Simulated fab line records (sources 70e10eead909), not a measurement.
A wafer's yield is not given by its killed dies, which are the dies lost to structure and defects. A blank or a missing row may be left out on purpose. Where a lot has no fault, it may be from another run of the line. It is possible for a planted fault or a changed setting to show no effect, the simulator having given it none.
fab line records	flow nand-harc
record: lots: 6	wafers: 18	last-day: 24
route steps=1159 shown A_M1@1038 END@1159
lots untouched by any fault: they come from a run of this same line in which no faults occurred
start-h: hours from the record's opening day to when the first of the lot's shown wafers began	wait-h: hours from the lot's prior step to this one	" as in the row above	L1.1+2: a row that stands for several wafers	- no value, or no start given	* or withheld: withheld	< > ~ a bound
route shown NAME@n: a module of which the file shows steps, and the number in the route of the first	usual: mean/standard deviation of fault-free wafers	same: alike in all rows	chamber/n: place in a boat	sites: the reading at each site	_std_site: standard deviation across them	_edge_site: mean of outer sites minus mean of inner sites	radius-mm: how far each site lies from the wafer's centre	mask NAME#n: copy n	behind: tool/chamber where the wafer was last shaped	hold: why the lot was held/for how many hours/how that ended	device: names the non-switching transistor (n, p or np)	end of line: tests run on the same wafers once the route is complete	where a step has no rows: the recipe by itself	killed: count of dies lost to structure and defects at first sort (not the wafer's yield)	map: per-die view of a wafer (x killed, . not killed, _ where there is no die)
set.NAME: the setting the step ran with; set.NAME@STEP: the setting that earlier step ran with	model.NAME: the simulator's own value behind a step, which no gauge read
lots at selected steps of the route; one table per step, one row per wafer
services: from which hour (start-h, from the record's first day; less than 0 if before it) a tool's chamber was out of use, for how many hours, and why
== steps ==
step: NHARC_A_M1_INSPECT_11
usual: raw-defect-count: 32/14
lot.wafer	tool	chamber	start-h	wait-h	raw-defect-count
L129.2	defect-inspect-02	-	433.12	0.0	15
L129.3	"	-	"	"	34
L129.4	"	-	"	"	20
L136.1	defect-inspect-01	-	467.56	0.0	28
L136.2	"	-	"	"	28
L136.3	"	-	"	"	17
L141.2	defect-inspect-01	-	476.52	0.0	37
L141.3	"	-	"	"	28
L141.4	"	-	"	"	35
L144.2	defect-inspect-01	-	499.81	0.0	36
L144.3	"	-	"	"	34
L144.6	"	-	"	"	28
L150.3	defect-inspect-02	-	525.70	0.0	43
L150.4	"	-	"	"	35
L150.5	"	-	"	"	35
L151.3	defect-inspect-01	-	539.63	0.0	33
L151.5	"	-	"	"	58
L151.6	"	-	"	"	54
step: NHARC_A_M1_DESCUM_14
recipe: time-s: 3	o2-flow-sccm: 200	ar-flow-sccm: 0	bias-power-w: 0	chemistry: O2
step: NHARC_A_M1_ETCH_35
recipe: target-depth-a: 400	overetch-a: 120	time-s: 43.94	ion-energy-ev: 200	n2-flow-sccm: 150	h2-flow-sccm: 150	ar-flow-sccm: 0	rf-w: 400	bias-w: 150	chemistry: N2/H2
step: NHARC_A_M1_ETCH_15
recipe: target-depth-a: 1825	time-s: 91.2	c4f8-flow-sccm: withheld	ar-flow-sccm: 400	rf-w: 600	bias-w: 300	chemistry: C4F8/Ar
step: NHARC_A_M1_CD_MEAS_16
usual: cd-nm: 119.7/0.79
lot.wafer	tool	chamber	start-h	wait-h	cd-nm
L129.2	cd-sem-03	-	433.53	-	120.0
L129.3	"	-	"	"	118.4
L129.4	"	-	"	"	119.4
L136.1	cd-sem-02	-	467.92	-	118.5
L136.2	"	-	"	"	118.3
L136.3	"	-	"	"	119.2
L141.2	cd-sem-03	-	476.93	-	119.6
L141.3	"	-	"	"	120.4
L141.4	"	-	"	"	120.3
L144.2	cd-sem-03	-	500.18	-	120.0
L144.3	"	-	"	"	120.0
L144.6	"	-	"	"	120.3
L150.3	cd-sem-02	-	526.11	-	120.3
L150.4	"	-	"	"	120.2
L150.5	"	-	"	"	119.4
L151.3	cd-sem-03	-	540.01	-	119.7
L151.5	"	-	"	"	120.2
L151.6	"	-	"	"	119.5
step: NHARC_A_M1_STRIP_18
recipe: power-w: 1000	n2-flow-sccm: 150	h2-flow-sccm: 150	ar-flow-sccm: 0	bias-w: 0	chemistry: N2/H2
usual: drypump-motor-current-A: 5.5/0.47	oes-product-au: 1.003/0.0085	rf-vpp-V: 90.5/0.99	showerhead-plenum-p-Torr: 2.02/0.075	throttle-valve-pct: 14.172/0.0087
lot.wafer	tool	chamber	start-h	wait-h	drypump-motor-current-A	oes-product-au	rf-hours-counter-h	rf-vpp-V	showerhead-plenum-p-Torr	throttle-valve-pct
L129.3	rie-diel-01	1	433.63	0.1	6.5	0.990	9	89.7	2.09	14.185
L129.2	"	2	"	"	5.3	0.994	9	92.8	2.12	14.168
L129.4	"	3	"	"	5.2	0.997	9	91.3	2.00	14.171
L136.2	rie-diel-09	2	468.00	0.1	5.9	1.015	1	89.3	1.97	14.176
L136.3	"	0	"	"	5.9	1.007	1	90.8	1.99	14.174
L136.1	"	1	"	"	5.1	1.013	1	90.6	1.91	14.170
L141.4	rie-diel-13	2	477.00	0.1	5.4	0.993	2	91.7	2.12	14.171
L141.2	"	0	"	"	4.9	1.021	2	90.8	2.14	14.172
L141.3	"	1	"	"	5.8	1.003	2	89.9	2.09	14.187
L144.2	rie-diel-09	2	500.25	0.1	5.9	1.000	2	92.0	1.97	14.186
L144.3	"	1	"	"	5.1	1.021	2	89.9	1.91	14.180
L144.6	"	2	"	"	5.9	1.019	-	88.9	1.97	14.167
L150.3	rie-diel-09	3	526.23	0.1	4.9	1.004	2	89.7	1.93	14.176
L150.4	"	0	"	"	5.9	1.000	2	89.4	1.99	14.165
L150.5	"	1	"	"	5.1	1.009	-	88.6	1.91	14.158
L151.3	rie-diel-01	0	540.11	0.1	5.2	1.018	2	89.5	1.98	14.180
L151.6	"	3	"	"	5.2	1.010	-	89.4	2.00	14.181
L151.5	"	0	"	"	5.1	1.003	-	89.6	1.98	14.187
step: NHARC_A_M1_ETCH_28
recipe: target-depth-a: 300	over-etch-frac: 0.3	time-s: 72.99	ion-energy-ev: 150	cf4-flow-sccm: 50	n2-flow-sccm: 100	ar-flow-sccm: 150	rf-w: 300	bias-w: 100	chemistry: CF4/N2
usual: drypump-motor-current-A: 5.5/0.49	oes-product-au: 1.004/0.0092	rf-vpp-V: 313.9/1.7	showerhead-plenum-p-Torr: 2.61/0.089	throttle-valve-pct: 19.794/0.0089
same: time-s: 72.99
lot.wafer	tool	chamber	start-h	wait-h	drypump-motor-current-A	oes-product-au	rf-hours-counter-h	rf-vpp-V	showerhead-plenum-p-Torr	throttle-valve-pct
L129.2	rie-diel-01	2	-	-	5.3	0.998	9	315.6	2.72	19.792
L129.3	"	3	"	"	5.2	0.985	9	313.2	2.58	19.801
L129.4	"	0	"	"	5.1	1.000	9	313.5	2.55	19.790
L136.3	rie-diel-09	2	-	-	5.9	1.011	1	313.9	2.55	19.789
L136.2	"	0	"	"	5.8	1.005	1	312.8	2.57	19.797
L136.1	"	1	"	"	5.1	1.023	1	310.9	2.47	19.776
L141.4	rie-diel-13	1	-	-	5.8	1.000	2	315.3	2.69	19.785
L141.3	"	2	"	"	5.5	0.996	2	315.9	2.72	19.778
L141.2	"	3	"	"	5.8	1.009	2	314.0	2.58	19.802
L144.2	rie-diel-09	0	-	-	5.9	1.008	1	313.4	2.57	19.794
L144.3	"	3	"	"	4.9	1.007	1	313.2	2.50	19.799
L144.6	"	0	"	"	5.9	1.004	-	311.9	2.57	19.788
L150.4	rie-diel-09	3	-	-	4.9	0.992	2	312.0	2.50	19.792
L150.3	"	0	"	"	5.9	1.001	2	312.8	2.57	19.790
L150.5	"	0	"	"	5.9	0.993	-	312.8	2.57	19.787
L151.3	rie-diel-01	3	-	-	5.2	1.001	3	313.3	2.57	19.790
L151.6	"	0	"	"	5.1	1.007	-	313.1	2.55	19.792
L151.5	"	1	"	"	6.5	1.014	-	315.9	2.68	19.805
step: NHARC_A_M1_STRIP_19
recipe: time-s: 600	temp-c: 30	chemistry: post-etch-residue-remover
step: NHARC_A_M1_DEGAS_29
recipe: temp-c: 250	time-s: 60
usual: heater-power-w: 328/37
same: time-s: 60
lot.wafer	tool	chamber	start-h	wait-h	heater-power-w
L129.4	pvd-sputter-01	-	434.24	-	306
L129.2	"	-	"	"	327
L129.3	"	-	"	"	307
L136.3	pvd-sputter-02	-	468.70	-	399
L136.1	"	-	"	"	318
L136.2	"	-	"	"	351
L141.3	pvd-sputter-03	-	477.64	-	341
L141.2	"	-	"	"	293
L141.4	"	-	"	"	281
L144.3	pvd-sputter-03	-	500.90	-	345
L144.2	"	-	"	"	291
L144.6	"	-	"	"	338
L150.4	pvd-sputter-02	-	526.82	-	304
L150.3	"	-	"	"	396
L150.5	"	-	"	"	359
L151.3	pvd-sputter-01	-	540.73	-	316
L151.5	"	-	"	"	274
L151.6	"	-	"	"	315
step: NHARC_A_M1_PRE_CLEAN_30
recipe: time-s: 30	temp-c: 280	gas: H2/He
usual: heater-power-w: 405/46
same: time-s: 30
lot.wafer	tool	chamber	start-h	wait-h	heater-power-w
L129.2	pvd-sputter-01	-	-	-	397
L129.3	"	-	"	"	328
L129.4	"	-	"	"	370
L136.1	pvd-sputter-02	-	-	-	406
L136.3	"	-	"	"	499
L136.2	"	-	"	"	438
L141.4	pvd-sputter-03	-	-	-	348
L141.3	"	-	"	"	451
L141.2	"	-	"	"	347
L144.3	pvd-sputter-03	-	-	-	453
L144.2	"	-	"	"	358
L144.6	"	-	"	"	436
L150.4	pvd-sputter-02	-	-	-	494
L150.3	"	-	"	"	422
L150.5	"	-	"	"	470
L151.3	pvd-sputter-01	-	-	-	411
L151.5	"	-	"	"	329
L151.6	"	-	"	"	394
step: NHARC_A_M1_PVD_20
recipe: target-thk-a: 50	bias-v: 168.6	power-w: 15000	chamber-pressure-pa: 0.12	time-s: 8.06	substrate-temp-c: 50	material: TaN
usual: bias-v: 168.5/1.9	cathode-dc-power-W: 15000/3	throttle-valve-pct: 30.1/0.97
same: time-s: 8.06
lot.wafer	tool	chamber	start-h	wait-h	bias-v	cathode-dc-power-W	throttle-valve-pct
L129.2	pvd-sputter-01	-	-	-	167.4	15003	32.4
L129.4	"	-	"	"	170.1	15003	29.8
L129.3	"	-	"	"	169.2	14998	30.8
L136.1	pvd-sputter-02	-	-	-	169.3	15001	29.5
L136.3	"	-	"	"	173.0	14996	30.4
L136.2	"	-	"	"	167.6	15003	30.2
L141.2	pvd-sputter-03	-	-	-	168.5	14996	29.5
L141.4	"	-	"	"	170.1	15002	30.3
L141.3	"	-	"	"	167.3	14998	29.1
L144.2	pvd-sputter-03	-	-	-	172.2	14997	29.5
L144.3	"	-	"	"	168.4	14999	28.9
L144.6	"	-	"	"	167.6	14998	31.2
L150.3	pvd-sputter-02	-	-	-	170.7	14998	30.4
L150.4	"	-	"	"	168.9	15003	29.3
L150.5	"	-	"	"	170.4	15001	30.3
L151.3	pvd-sputter-01	-	-	-	167.8	14995	28.0
L151.6	"	-	"	"	168.2	14998	30.4
L151.5	"	-	"	"	168.5	15000	32.5
step: NHARC_A_M1_PVD_21
recipe: target-thk-a: 300	chamber-pressure-pa: 5	power-w: 5000	substrate-temp-c: 30	time-s: 20.49	material: Cu
step: NHARC_A_M1_ECD_22
recipe: target-thk-a: 4000	bath-temp-c: 25	material: Cu
lot.wafer	tool	chamber	start-h	wait-h
L129.2+4+3	ecd-cu-02	0,0,1	434.61	-
L136.2+1+3	ecd-cu-02	0,1,0	469.09	-
L141.2+4+3	ecd-cu-02	0,1,0	478.05	-
L144.2+3+6	ecd-cu-02	1,0,1	501.30	-
L150.3+4+5	ecd-cu-01	1,0,0	527.28	-
L151.3+5+6	ecd-cu-01	1,0,1	541.23	-
step: NHARC_A_M1_ANNEAL_31
recipe: temp-c: 225	time-s: 90
step: NHARC_A_M1_CMP_23
recipe: t-overpolish-s: 20	target-thk-nm: 154.34
usual: motor-current-A: 12.2/1.5	time-to-endpoint-s: 27.5/2.3
same: t-overpolish-s: 20
lot.wafer	tool	chamber	start-h	wait-h	motor-current-A	time-to-endpoint-s
L129.4	cmp-03	3	435.33	-	9.5	26.5
L129.2	"	0	"	"	12.0	24.5
L129.3	"	1	"	"	14.7	25.9
L136.1	cmp-01	1	469.84	-	11.6	25.7
L136.3	"	2	"	"	12.5	26.8
L136.2	"	3	"	"	11.0	32.5
L141.2	cmp-03	0	478.75	-	11.8	9.0
L141.3	"	2	"	"	13.8	11.4
L141.4	"	3	"	"	9.9	27.8
L144.2	cmp-03	1	501.97	-	14.0	23.7
L144.3	"	2	"	"	12.7	9.0
L144.6	"	2	"	"	12.9	28.3
L150.3	cmp-01	0	527.99	-	14.3	27.1
L150.4	"	1	"	"	11.9	26.5
L150.5	"	3	"	"	11.1	31.9
L151.3	cmp-01	2	541.99	-	12.7	30.3
L151.6	"	0	"	"	14.0	28.1
L151.5	"	1	"	"	11.9	25.9
step: NHARC_A_M1_THK_MEAS_24
recipe: thk-meas-gauge: xrf
usual: thk-nm: 153.6/1.6
lot.wafer	tool	chamber	start-h	wait-h	thk-nm
L129.2	film-metro-01	-	435.65	-	156.0
L129.3	"	-	"	"	152.3
L129.4	"	-	"	"	154.0
L136.1	film-metro-02	-	470.12	-	153.8
L136.2	"	-	"	"	156.1
L136.3	"	-	"	"	152.0
L141.2	film-metro-01	-	479.06	-	154.2
L141.3	"	-	"	"	156.1
L141.4	"	-	"	"	157.8
L144.2	film-metro-01	-	502.29	-	151.4
L144.3	"	-	"	"	154.7
L144.6	"	-	"	"	153.7
L150.3	film-metro-02	-	528.25	-	153.7
L150.4	"	-	"	"	152.6
L150.5	"	-	"	"	157.0
L151.3	film-metro-01	-	542.25	-	151.6
L151.5	"	-	"	"	150.5
L151.6	"	-	"	"	150.1
step: NHARC_END_SORT_01
recipe: temp-c: 25
usual: defect-limited-yield: 95.4/1.5	killed-at-array: 28/10	killed-at-other: 0.5/0.82	killed-at-periphery: 3.4/2.2	killed-dies: 31/10	killed-open: 3.4/1.9	killed-short: 1.9/1.3	sort_bin_2_pct: 1.5/0.6	sort_bin_3_pct: 0.29/0.24	sort_bin_4_pct: 2.9/0.97	sort-n-pass: 646/10	sort-rim-yield-pct: 94.7/3	sort-yield-pct: 95.4/1.5
same: gross-dies: 677	sort_bin_5_pct[%]: 0	sort_bin_6_pct[%]: 0	sort_bin_7_pct[%]: 0	sort_bin_8_pct[%]: 0	sort-rim-n-gross: 106.00
lot.wafer	tool	chamber	start-h	wait-h	defect-limited-yield[%]	killed-at-array	killed-at-other	killed-at-periphery	killed-dies	killed-open	killed-short	sort_bin_2_pct[%]	sort_bin_3_pct[%]	sort_bin_4_pct[%]	sort-n-pass	sort-rim-yield-pct[%]	sort-yield-pct[%]
L136.1	prober-01	0	499.44	2.5	96.0	24	1	2	27	1	3	1.3	0.15	2.5	650	90.6	96.0
L136.2	prober-01	0	500.23	2.8	96.5	23	0	1	24	1	2	1.2	0	2.4	653	99.1	96.5
L136.3	prober-01	0	501.03	3.1	96.3	22	0	3	25	3	1	0.9	0.30	2.5	652	97.2	96.3
L144.2	prober-02	0	540.39	2.8	95.7	28	0	1	29	4	1	1.3	0.74	2.2	648	98.1	95.7
L144.3	prober-02	0	541.20	3.1	95.6	27	2	1	30	0	1	1.0	0.44	3.0	647	94.3	95.6
L144.6	prober-02	0	543.63	4.0	95.6	26	2	2	30	0	2	1.8	0.44	2.2	647	95.3	95.6
killed by level:class
L136.1 A_SLIT:chamber-film-flake=6 A_WL_FILL:chamber-film-flake=6 A_CHANNEL_HOLE_D1:chamber-film-flake=3 A_STAIRCASE:chamber-film-flake=3 A_CONTACT:chamber-film-flake=2 A_M1:chamber-film-flake=2 P_STI:geometric-particle:open=1 A_SOURCE_PLATE:geometric-particle:short=1
L136.2 A_SLIT:chamber-film-flake=11 A_STAIRCASE:chamber-film-flake=4 A_CONTACT:chamber-film-flake=3 A_WL_FILL:chamber-film-flake=2 P_M0:geometric-particle:open=1 A_CHANNEL_FILL_D1:geometric-particle:short=1 A_M0:geometric-particle:short=1 A_CHANNEL_HOLE_D1:chamber-film-flake=1
L136.3 A_SLIT:chamber-film-flake=9 A_ONON_D1:geometric-particle:open=3 A_CONTACT:chamber-film-flake=3 P_GATE:chamber-film-flake=2 A_CHANNEL_HOLE_D1:chamber-film-flake=2 A_WL_FILL:chamber-film-flake=2 A_M1:chamber-film-flake=2 A_M0:geometric-particle:short=1
L144.2 A_CHANNEL_HOLE_D1:chamber-film-flake=16 A_CHANNEL_FILL_D1:geometric-particle:open=2 A_STAIRCASE:chamber-film-flake=2 A_BLC:chamber-film-flake=2 A_SOURCE_PLATE:geometric-particle:open=1 A_SOURCE_PLATE:geometric-particle:short=1 A_M1:geometric-particle:open=1 P_M0:chamber-film-flake=1
L144.3 A_CHANNEL_HOLE_D1:chamber-film-flake=17 A_BLC:chamber-film-flake=6 A_STAIRCASE:chamber-film-flake=2 THIN_TSV:chamber-film-flake=2 P_CONTACT:geometric-particle:short=1 A_SLIT:chamber-film-flake=1 A_CONTACT:chamber-film-flake=1
L144.6 A_CHANNEL_HOLE_D1:chamber-film-flake=16 A_BLC:chamber-film-flake=4 A_STAIRCASE:chamber-film-flake=3 THIN_TSV:chamber-film-flake=2 P_CONTACT:geometric-particle:short=1 A_WL_FILL:geometric-particle:short=1 P_STI:chamber-film-flake=1 A_ZERO_WELL:chamber-film-flake=1
== services ==
tool	chamber	start-h	hours	kind
cmp-03	-	411.27	0.8	repair
rie-diel-13	2	411.58	2.5	repair
rie-diel-13	3	423.25	12.6	repair
cmp-03	-	425.55	1.3	repair
rie-diel-09	-	431.57	9.0	pm
ecd-cu-01	-	437.72	0.4	repair
ecd-cu-01	-	448.00	8.0	pm
cmp-03	-	450.43	4.0	pm
cmp-01	-	451.49	0.6	repair
rie-diel-13	-	453.00	9.0	pm
cmp-03	-	455.43	0.4	repair
pvd-sputter-03	-	458.02	10.0	pm
rie-diel-09	3	461.64	7.1	repair
pvd-sputter-01	-	461.95	0.5	repair
pvd-sputter-02	-	467.32	1.1	repair
rie-diel-09	0	476.10	3.3	repair
cmp-01	-	477.44	4.0	pm
rie-diel-01	3	477.80	4.3	repair
rie-diel-01	-	491.92	9.0	pm
cmp-03	-	497.67	0.5	repair
pvd-sputter-01	-	498.21	26.7	repair
cmp-01	-	515.31	1.9	repair
rie-diel-01	0	520.54	7.7	repair
ecd-cu-02	-	532.01	8.0	pm
== key ==
first-sign: step: NHARC_A_M1_CMP_23	reading: time-to-endpoint-s	direction: down	sigmas: 7.6	usual: *	struck: *
effect none on later readings
met-at NHARC_A_M1_ECD_22
struck-wafers L141.2,L141.3,L144.3
onset-between 469.09 478.05
fault: kind: process-parameter-drift	tool: ecd-cu-02	chamber: 0	onset-h: 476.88	steps: NHARC_A_M1_ECD_22	channel: target-thk-a	offset: *	shape: step	end-h: 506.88	acts-in: *	stated: *
